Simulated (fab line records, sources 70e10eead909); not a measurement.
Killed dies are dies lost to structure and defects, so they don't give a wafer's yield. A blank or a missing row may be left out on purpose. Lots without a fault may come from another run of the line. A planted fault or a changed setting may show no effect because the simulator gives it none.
Tool commonality check | flow nand_harc | 12 lots, 36 wafers sampled

WHY IT WAS OPENED
At NHARC_P_ZERO_WELL_CD_MEAS_11 the reading cd_nm is flagged on 2 of 12 lots. Wafers without a fault read 500.0 nm, standard deviation 1.3.
Rule: a lot is flagged when every wafer of it that has a number lies more than 4 standard deviations from that mean, or none has a number. The other lots count as sound.

lot  | measured    | on        | cd_nm (nm), wafer by wafer | flag
L952 | day 1 13:14 | cd_sem-02 | 502.1 499.5 500.2          |
L953 | day 1 19:16 | cd_sem-01 | 498.9 500.2 501.0          |
L955 | day 2 07:14 | cd_sem-03 | 501.1 500.5 500.4          |
L957 | day 2 19:14 | cd_sem-01 | 417.0 418.9 418.1          | FLAGGED
L960 | day 3 13:14 | cd_sem-03 | 419.2 417.4 418.1          | FLAGGED
L964 | day 4 13:09 | cd_sem-01 | 499.8 501.7 501.5          |
L968 | day 5 13:14 | cd_sem-01 | 499.5 498.7 499.7          |
L969 | day 5 19:15 | cd_sem-03 | 498.9 496.9 497.6          |
L972 | day 6 13:14 | cd_sem-03 | 501.5 500.4 500.1          |
L973 | day 6 19:07 | cd_sem-02 | 503.1 500.7 499.6          |
L974 | day 7 01:08 | cd_sem-02 | 499.7 500.2 500.7          |
L975 | day 7 07:19 | cd_sem-03 | 498.5 499.0 499.8          |
The numbers of the flagged lots are 418.1 nm on average: -81.9 nm against the usual, or -63 standard deviations.

WHICH TOOL RAN EACH LOT
The record holds 1 process step before the reading, out of a route of 1159 steps. In each cell: the tool, then ch and the chambers that the sampled wafers went through, then the start.
lot  | flag    | NHARC_P_ZERO_WELL_PEB_09
L952 |         | litho_track-07 ch 0, day 1 13:09
L953 |         | litho_track-03 ch 0, day 1 19:11
L955 |         | litho_track-02 ch 0, day 2 07:09
L957 | FLAGGED | litho_track-07 ch 0, day 2 19:10
L960 | FLAGGED | litho_track-07 ch 0, day 3 13:09
L964 |         | litho_track-02 ch 0, day 4 13:04
L968 |         | litho_track-03 ch 0, day 5 13:10
L969 |         | litho_track-03 ch 0, day 5 19:10
L972 |         | litho_track-07 ch 0, day 6 13:09
L973 |         | litho_track-03 ch 0, day 6 19:02
L974 |         | litho_track-02 ch 0, day 7 01:03
L975 |         | litho_track-07 ch 0, day 7 07:13
What these steps do:
- NHARC_P_ZERO_WELL_PEB_09: peb time 80 s.
- NHARC_P_ZERO_WELL_CD_MEAS_11: target cd 500 nm.

FLAGGED OVER TOTAL, TOOL BY TOOL (the gauges that took the reading come last)
step                         | tool           | lots run | flagged | share of the flagged lots | sound lots run after its first flagged lot
NHARC_P_ZERO_WELL_PEB_09     | litho_track-02 | 3        | 0       | none                      | -
NHARC_P_ZERO_WELL_PEB_09     | litho_track-03 | 4        | 0       | none                      | -
NHARC_P_ZERO_WELL_PEB_09     | litho_track-07 | 5        | 2       | all                       | 2 (L972,L975)
NHARC_P_ZERO_WELL_CD_MEAS_11 | cd_sem-01      | 4        | 1       | some                      | 2 (L964,L968)
NHARC_P_ZERO_WELL_CD_MEAS_11 | cd_sem-02      | 3        | 0       | none                      | -
NHARC_P_ZERO_WELL_CD_MEAS_11 | cd_sem-03      | 5        | 1       | some                      | 3 (L969,L972,L975)

WHAT THE TABLE ALLOWS
1 row of the table ran every flagged lot: litho_track-07 at NHARC_P_ZERO_WELL_PEB_09.
- litho_track-07 at NHARC_P_ZERO_WELL_PEB_09: 2 of its 5 lots flagged. Sound lots ran on it after the first flagged one (L972, L975), which a lasting fault on the whole tool wouldn't allow. Its own readings lie more than 4 standard deviations out on every wafer of the flagged lots: heater_power_total_W, plate_temp_C.
No row of the table ran every flagged lot and no sound lot after the first.

WHAT THE SIMULATOR HAD PUT IN
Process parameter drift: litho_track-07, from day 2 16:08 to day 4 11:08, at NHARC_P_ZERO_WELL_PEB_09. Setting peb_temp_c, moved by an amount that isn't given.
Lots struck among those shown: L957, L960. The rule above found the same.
